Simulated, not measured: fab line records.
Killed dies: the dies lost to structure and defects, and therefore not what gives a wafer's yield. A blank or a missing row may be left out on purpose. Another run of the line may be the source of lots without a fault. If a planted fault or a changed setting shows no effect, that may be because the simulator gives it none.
fab line records ; flow n5Finfet
record: lots: 6; wafers: 16; lastDay: 19
route steps=1938 shown GATE_CUT@498
lots that met no fault: from a run of the same line without faults
startH: hours from the record's opening day to when the first of the lot's shown wafers began ; waitH: hours elapsed since this lot's preceding step ; " same as the row above ; L1.1+2: several wafers, shown together as one row ; - value missing, or start not given ; * or withheld: withheld ; < > ~ a bound
route shown NAME@n: names a module that has steps shown in the file, with the first one's number in the route ; usual: mean/standard deviation of fault-free wafers ; same: alike in all rows ; chamber/n: place in a boat ; sites: the reading at each site ; _std_site: standard deviation across them ; _edge_site: inner sites' mean taken away from outer sites' mean ; radiusMm: for every site, how far away it sits from the centre of the wafer ; mask NAME#n: copy n ; behind: the last tool/chamber to shape the wafer ; hold: what put the lot on hold/how long, in hours/how the hold closed ; device: whichever transistor did not switch (one of n, p or np) ; end of line: at the end of the route, the tests of the same wafers ; a step given without rows: its recipe and nothing more ; killed: at the first sort, the dies lost to defects and structure; wafer yield is something else ; map: dies across one wafer; x = killed, . = not, _ = none there
set.NAME: setting as actually run; set.NAME@STEP: the setting as run at that earlier step ; model.NAME: the simulator's own value behind a step, which no gauge read
certain route steps with their lots: each step a table, each wafer a row
services: a tool's chamber out of use, with start hour (startH, from the record's first day; less than 0 if before it), hours out, and reason
== steps ==
step: N5_GATE_CUT_STRIP_42
recipe: chemistry: O2; powerW: 400; tempC: 40; pressureMtorr: 30; rfFrequencyHz: 6e+07; biasPowerW: 0; overashFraction: 0.3; o2FlowSccm: 225
usual: drypumpMotorCurrentA: 5.4/0.47; o2FlowSccm: 225.0/0.63; oesProductAu: 0.74/0.042; rfVppV: 3.6/0.46; showerheadPlenumPTorr: 2.14/0.057; throttleValvePct: 16.71/0.21
same: overashFraction: 0.3
lot.wafer;tool;chamber;startH;waitH;drypumpMotorCurrentA;o2FlowSccm;oesProductAu;rfHoursCounterH;rfVppV;showerheadPlenumPTorr;throttleValvePct
L343.1;rieDiel-01;1;98.96;0.0;5.8;225.5;0.72;205;2.9;2.17;16.93
L343.4;rieDiel-01;2;98.96;0.0;4.9;225.8;0.78;127;3.4;2.12;16.82
L343.6;rieDiel-01;1;98.96;0.0;5.8;225.3;0.73;-;3.9;2.17;16.92
L347.1;rieDiel-01;2;123.47;0.0;5.0;224.4;0.77;138;3.6;2.11;16.83
L347.2;rieDiel-01;1;123.47;0.0;5.8;224.6;0.71;215;3.2;2.16;16.96
L347.5;rieDiel-01;0;123.47;0.0;5.4;223.4;0.76;-;3.9;2.20;16.48
L353.3;rieDiel-04;2;158.24;0.0;5.5;224.1;0.73;183;3.5;2.08;16.74
L353.5;rieDiel-04;3;158.24;0.0;5.7;226.1;0.77;-;2.6;2.11;16.55
L355.3;rieDiel-02;1;166.97;0.0;5.0;225.4;0.76;145;3.1;2.19;16.44
L355.5;rieDiel-02;1;166.97;0.0;5.0;224.7;0.77;-;4.2;2.19;16.48
L356.3;rieDiel-01;0;174.47;0.0;5.5;224.7;0.75;144;3.7;2.19;16.50
L356.4;rieDiel-01;3;174.47;0.0;4.6;224.9;0.75;169;3.2;2.17;16.53
L356.5;rieDiel-01;3;174.47;0.0;4.6;225.0;0.74;-;3.1;2.17;16.52
L358.1;rieDiel-01;3;187.23;0.0;4.6;225.3;0.74;172;3.0;2.17;16.53
L358.3;rieDiel-01;1;187.23;0.0;5.8;224.7;0.69;234;4.3;2.16;16.99
L358.5;rieDiel-01;2;187.23;0.0;5.0;225.5;0.76;-;3.0;2.11;16.86
step: N5_GATE_CUT_ETCH_19
recipe: chemistry: CH3F/O2; target: SiNx; maskMaterial: SiO2; targetDepthA: 537; timeS: 76.7; pressureMtorr: 30; sourceW: 395; biasW: 73; Ar_flow_sccm: 150; CH3F_flow_sccm: 30; O2_flow_sccm: 20; ionEnergyEv: 120; ends: cleared
step: N5_GATE_CUT_CUT_ETCH_53
recipe: chemistry: SF6/Cl2; target: W; maskMaterial: SiO2; targetDepthA: 792; pressureMtorr: 8; icpW: 900; biasW: 80; SF6_flow_sccm: 40; Cl2_flow_sccm: 60; ends: cleared
step: N5_GATE_CUT_CUT_ETCH_54
recipe: chemistry: Cl2/BCl3; target: TiN; maskMaterial: SiO2; targetDepthA: 967; pressureMtorr: 10; icpW: 1000; biasW: 126; Cl2_flow_sccm: 53.25; bcl3FlowSccm: 21.75; Ar_flow_sccm: 25; ends: cleared
step: N5_GATE_CUT_CUT_ETCH_55
recipe: chemistry: BCl3; target: HfO2; maskMaterial: SiO2; targetDepthA: 32; ionEnergyEv: 30; pressureMtorr: 5; icpW: 450; biasW: 18; bcl3FlowSccm: 80
step: N5_GATE_CUT_ETCH_47
recipe: chemistry: Cl2/BCl3; target: SiO2; targetDepthA: 100; pressureMtorr: 10; icpW: 1000; biasW: 126; Cl2_flow_sccm: 53.25; bcl3FlowSccm: 21.75; Ar_flow_sccm: 25
usual: bcl3FlowSccm: 21.75/0.062; drypumpMotorCurrentA: 5.4/0.46; mfcArSccm: 25.01/0.076; oesProductAu: 0.76/0.11; throttleValvePct: 22.70/0.13
lot.wafer;tool;chamber;startH;waitH;bcl3FlowSccm;drypumpMotorCurrentA;mfcArSccm;oesProductAu;rfHoursCounterH;throttleValvePct
L343.1;rieMetal-03;0;99.26;0.0;21.73;6.0;25.04;0.63;106;22.73
L343.4;rieMetal-03;1;99.26;0.0;21.75;5.4;25.08;0.82;-;22.86
L343.6;rieMetal-03;0;99.26;0.0;21.76;6.0;25.15;0.63;-;22.74
L347.1;rieMetal-01;1;123.77;0.0;21.73;5.0;25.06;0.61;123;22.88
L347.2;rieMetal-01;0;123.77;0.0;21.72;5.0;24.86;0.87;16;22.60
L347.5;rieMetal-01;0;123.77;0.0;21.81;5.0;24.95;0.87;-;22.63
L353.3;rieMetal-03;1;158.55;0.0;21.72;5.4;25.01;0.81;-;22.90
L353.5;rieMetal-03;0;158.55;0.0;21.74;6.0;25.01;0.62;-;22.75
L355.3;rieMetal-01;1;167.28;0.0;21.76;5.0;24.88;0.60;-;22.88
L355.5;rieMetal-01;1;167.28;0.0;21.82;5.0;24.99;0.60;-;22.88
L356.3;rieMetal-01;1;174.78;0.0;21.69;5.0;25.01;0.59;-;22.86
L356.4;rieMetal-01;0;174.78;0.0;21.70;5.0;25.10;0.84;-;22.63
L356.5;rieMetal-01;0;174.78;0.0;21.82;5.0;25.03;0.85;-;22.63
L358.1;rieMetal-02;0;187.53;0.0;21.66;6.1;24.88;0.85;23;22.75
L358.3;rieMetal-02;1;187.53;0.0;21.75;5.0;25.07;0.66;-;22.53
L358.5;rieMetal-02;0;187.53;0.0;21.78;6.1;24.98;0.85;-;22.74
step: N5_GATE_CUT_VAPOR_ETCH_48
recipe: chemistry: BCl3/Cl2; target: TiN; mode: isotropic
usual: drypumpMotorCurrentA: 5.4/0.46; oesProductAu: 0.76/0.11
lot.wafer;tool;chamber;startH;waitH;drypumpMotorCurrentA;oesProductAu
L343.1;rieMetal-03;0;99.29;0.0;5.9;0.64
L343.4;rieMetal-03;1;99.29;0.0;5.4;0.83
L343.6;rieMetal-03;0;99.29;0.0;5.9;0.64
L347.1;rieMetal-01;1;123.80;0.0;5.0;0.61
L347.2;rieMetal-01;0;123.80;0.0;5.0;0.87
L347.5;rieMetal-01;0;123.80;0.0;5.0;0.88
L353.3;rieMetal-03;1;158.58;0.0;5.4;0.80
L353.5;rieMetal-03;0;158.58;0.0;6.0;0.63
L355.3;rieMetal-01;1;167.31;0.0;5.0;0.61
L355.5;rieMetal-01;1;167.31;0.0;5.0;0.60
L356.3;rieMetal-01;1;174.81;0.0;5.0;0.60
L356.4;rieMetal-01;0;174.81;0.0;5.0;0.85
L356.5;rieMetal-01;0;174.81;0.0;5.0;0.85
L358.1;rieMetal-02;0;187.56;0.0;6.0;0.85
L358.3;rieMetal-02;1;187.56;0.0;5.0;0.67
L358.5;rieMetal-02;0;187.56;0.0;6.0;0.85
step: N5_GATE_CUT_VAPOR_ETCH_49
recipe: chemistry: BCl3/Cl2; target: TiAlC; mode: isotropic
usual: drypumpMotorCurrentA: 5.4/0.46; oesProductAu: 0.76/0.11
lot.wafer;tool;chamber;startH;waitH;drypumpMotorCurrentA;oesProductAu
L343.1;rieMetal-03;0;99.32;0.0;5.9;0.63
L343.4;rieMetal-03;1;99.32;0.0;5.4;0.83
L343.6;rieMetal-03;0;99.32;0.0;6.0;0.64
L347.1;rieMetal-01;1;123.83;0.0;5.0;0.61
L347.2;rieMetal-01;0;123.83;0.0;5.0;0.88
L347.5;rieMetal-01;0;123.83;0.0;5.0;0.88
L353.3;rieMetal-03;1;158.61;0.0;5.4;0.81
L353.5;rieMetal-03;0;158.61;0.0;6.0;0.63
L355.3;rieMetal-01;1;167.34;0.0;5.0;0.61
L355.5;rieMetal-01;1;167.34;0.0;5.0;0.60
L356.3;rieMetal-01;1;174.84;0.0;5.0;0.60
L356.4;rieMetal-01;0;174.84;0.0;5.0;0.84
L356.5;rieMetal-01;0;174.84;0.0;5.0;0.85
L358.1;rieMetal-02;0;187.59;0.0;6.0;0.84
L358.3;rieMetal-02;1;187.59;0.0;5.0;0.67
L358.5;rieMetal-02;0;187.59;0.0;6.0;0.85
step: N5_GATE_CUT_VAPOR_ETCH_51
recipe: chemistry: BCl3/Cl2; target: HfO2; mode: isotropic
step: N5_GATE_CUT_STRIP_21
recipe: chemistry: N2/H2; timeS: 30; powerW: 1000; tempC: 250; pressureMtorr: withheld; n2FlowSccm: 1750; h2FlowSccm: 3250
usual: drypumpMotorCurrentA: 5.8/0.66; heaterPowerW: 330/54
lot.wafer;tool;chamber;startH;waitH;drypumpMotorCurrentA;heaterPowerW;rfHoursCounterH
L343.1;plasmaAsher-01;0;99.40;0.0;5.8;284;41
L343.4;plasmaAsher-01;1;99.40;0.0;4.7;346;-
L343.6;plasmaAsher-01;1;99.40;0.0;4.7;342;-
L347.1;plasmaAsher-01;0;123.91;0.0;5.8;284;48
L347.2;plasmaAsher-01;1;123.91;0.0;4.7;347;48
L347.5;plasmaAsher-01;0;123.91;0.0;5.8;287;-
L353.3;plasmaAsher-02;1;158.70;0.1;6.5;410;-
L353.5;plasmaAsher-02;0;158.70;0.1;6.1;277;-
L355.3;plasmaAsher-02;0;167.43;0.1;6.1;278;-
L355.5;plasmaAsher-02;1;167.43;0.1;6.5;414;-
L356.3;plasmaAsher-01;1;174.93;0.1;4.7;345;-
L356.4;plasmaAsher-01;0;174.93;0.1;5.8;287;-
L356.5;plasmaAsher-01;0;174.93;0.1;5.8;286;-
L358.1;plasmaAsher-02;1;187.67;0.0;6.5;404;106
L358.3;plasmaAsher-02;0;187.67;0.0;6.1;276;-
L358.5;plasmaAsher-02;0;187.67;0.0;6.1;277;-
step: N5_GATE_CUT_STRIP_29
recipe: chemistry: postEtchResidueRemover; timeS: 60; tempC: 25; removerPh: withheld; removerWaterWtPct: withheld; removerFluorideWtPct: withheld
step: N5_GATE_CUT_SRD_52
recipe: dry: ipaMarangoni; timeS: 30; tempC: 23; rinseLiquid: diw
step: N5_GATE_CUT_ALD_22
recipe: material: SiNx; targetThkA: 160; tempC: 400; aldPrecursorFamily: SiH2I2; aldCoReactant: N2/H2-plasma; pulseTimeS: 1; aldCycles: 320; purgeTimeS: 2; coReactantPurgeTimeS: 2; pressureTorr: 2
usual: aldCycles: 320/0; heaterPowerW: 810/80; precursorPulseHeightRel: 1.001/0.021
lot.wafer;tool;chamber;startH;waitH;aldCycles;heaterPowerW;precursorPulseHeightRel;model.SiNx_of_GATE_CUT_ALD_22.thkNm
L343.1;aldSin-02;0;99.55;0.0;320;822;1.016;16
L343.4;aldSin-02;2;99.55;0.0;320;818;0.995;16.2
L343.6;aldSin-02;0;99.55;0.0;320;833;1.038;16
L347.1;aldSin-04;3;124.07;0.0;320;740;1.021;16
L347.2;aldSin-04;1;124.07;0.0;320;691;1.019;16
L347.5;aldSin-04;0;124.07;0.0;320;903;0.987;16
L353.3;aldSin-04;3;158.84;0.0;320;735;1.008;16
L353.5;aldSin-04;2;158.84;0.0;487;771;1.002;24.4
L355.3;aldSin-04;3;167.57;0.0;320;745;1.013;16
L355.5;aldSin-04;0;167.57;0.0;487;920;0.972;24.4
L356.3;aldSin-02;2;175.35;0.3;320;803;1.011;16
L356.4;aldSin-02;3;175.35;0.3;320;1023;0.987;16
L356.5;aldSin-02;1;175.35;0.3;320;753;0.995;16
L358.1;aldSin-01;1;188.21;0.4;320;779;0.991;16
L358.3;aldSin-01;0;188.21;0.4;320;850;1.008;16
L358.5;aldSin-01;2;188.21;0.4;320;731;0.973;16.2
step: N5_GATE_CUT_CMP_23
recipe: stopOn: SiO2; tOverpolishS: 23.4; postCmpClean: alkalineBrush; downForcePsi: 2.5; platenRpm: 51.8; padVelocityMS: 1.0307; targetThkNm: 16
usual: edgeZonePressureFrac: 1.000/0.0049; headPressurePsi: 2.499/0.0059; motorCurrentA: 9.0/0.67; timeToEndpointS: 18.8/2
lot.wafer;tool;chamber;startH;waitH;edgeZonePressureFrac;headPressurePsi;motorCurrentA;timeToEndpointS;model.SiNx_of_GATE_CUT_ALD_22.thkNm
L343.1;cmp-01;0;101.12;0.8;1.001;2.497;9.0;18.0;16
L343.4;cmp-01;1;101.12;0.8;0.999;2.503;9.0;18.1;16.2
L343.6;cmp-01;3;101.12;0.8;1.001;2.490;8.9;15.1;16
L347.2;cmp-04;3;125.56;0.8;1.004;2.499;10.1;21.4;16
L347.1;cmp-04;0;125.56;0.8;1.005;2.505;9.1;21.7;16
L347.5;cmp-04;0;125.56;0.8;1.001;2.502;8.8;18.7;16
L353.3;cmp-04;3;160.40;0.8;0.993;2.500;10.2;17.1;16
L353.5;cmp-04;1;160.40;0.8;0.999;2.497;9.0;28.2;15.4
L355.3;cmp-01;3;169.17;0.9;1.002;2.494;9.1;13.9;16
L355.5;cmp-01;0;169.17;0.9;0.995;2.502;9.2;24.6;15.4
L356.3;cmp-01;3;176.88;0.8;0.997;2.497;8.6;14.8;16
L356.4;cmp-01;0;176.88;0.8;1.011;2.504;9.0;17.8;16
L356.5;cmp-01;3;176.88;0.8;0.991;2.494;8.3;17.0;16
L358.3;cmp-01;0;189.78;0.8;1.010;2.496;9.1;19.0;16
L358.1;cmp-01;1;189.78;0.8;1.003;2.503;8.5;19.3;16
L358.5;cmp-01;2;189.78;0.8;0.998;2.495;8.9;20.5;16.2
step: N5_GATE_CUT_THK_MEAS_24
recipe: reads: SiO2_of_GATE_CUT_HM_DEP_46+SiO2_flowable_of_ILD0_FCVD_FILL_01
usual: GC_FILL_THK: 220.2/2
lot.wafer;tool;chamber;startH;waitH;GC_FILL_THK[nm]
L343.1;filmMetro-02;-;101.34;-;223.0
L343.4;filmMetro-02;-;101.34;-;222.2
L343.6;filmMetro-02;-;101.34;-;222.0
L347.1;filmMetro-02;-;125.85;-;217.5
L347.2;filmMetro-02;-;125.85;-;217.2
L347.5;filmMetro-02;-;125.85;-;221.7
L353.3;filmMetro-02;-;160.62;-;218.6
L353.5;filmMetro-02;-;160.62;-;218.8
L355.3;filmMetro-02;-;169.35;-;217.5
L355.5;filmMetro-02;-;169.35;-;220.2
L356.3;filmMetro-02;-;177.14;-;215.7
L356.4;filmMetro-02;-;177.14;-;217.2
L356.5;filmMetro-02;-;177.14;-;218.4
L358.1;filmMetro-02;-;190.00;-;219.5
L358.3;filmMetro-02;-;190.00;-;218.6
L358.5;filmMetro-02;-;190.00;-;221.3
== services ==
tool;chamber;startH;hours;kind
aldSin-01;-;78.41;0.9;repair
aldSin-02;-;85.25;14.0;pm
aldSin-02;0;85.25;14.0;ventCycle
rieDiel-04;3;87.56;2.5;repair
rieMetal-01;1;92.32;11.1;repair
rieMetal-01;-;92.95;2.8;pm
rieDiel-02;0;100.91;6.0;repair
cmp-04;-;129.63;10.0;pm
cmp-01;-;131.77;4.0;pm
cmp-01;-;135.77;-;consumableReplace:conditioner
cmp-01;-;135.77;-;consumableReplace:pad
rieDiel-02;2;137.47;6.3;repair
rieMetal-01;1;154.16;10.1;repair
cmp-01;-;159.13;2.1;repair
aldSin-04;-;164.23;2.8;pm
rieDiel-02;3;164.68;12.2;repair
rieMetal-01;-;169.85;1.4;pm
aldSin-01;-;177.63;0.8;pm
aldSin-04;-;177.68;14.0;pm
aldSin-04;0;177.68;23.5;ventCycle
aldSin-04;1;177.68;14.0;ventCycle
aldSin-04;2;177.68;14.0;ventCycle
aldSin-04;3;177.68;14.0;ventCycle
rieDiel-04;1;180.16;11.0;repair
== key ==
firstSign: step: N5_GATE_CUT_ALD_22; reading: aldCycles; direction: up; sigmas: 99+; usual: *; struck: *
effect: step: N5_GATE_CUT_CMP_23; reading: timeToEndpointS; direction: up; sigmas: 3.8; usual: *; struck: *
modelEffect: step: N5_GATE_CUT_ALD_22; value: SiNx_of_GATE_CUT_ALD_22.thkNm; without: 16; struck: 24.4
modelEffect: step: N5_GATE_CUT_CMP_23; value: SiNx_of_GATE_CUT_ALD_22.thkNm; without: 16; struck: 15.4
metAt N5_GATE_CUT_ALD_22
struckWafers L353.5,L355.5
testerLeftOut L353,L355
onsetBetween 124.07 158.84
fault: kind: processParameterDrift; tool: aldSin-04; chamber: -; onsetH: 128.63; steps: N5_GATE_CUT_ALD_22; channel: aldCycles; offset: *; shape: step; endH: 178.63; scope: struckWafersOnly; actsIn: *; stated: *
testerLeftOut: of these lots the tester's yield and bins aren't shown, on N5 and GAA mostly nor the transistor test; their killed dies are dies lost to structure and defects alone, not to doping, threshold or leakage, so they don't give the yield
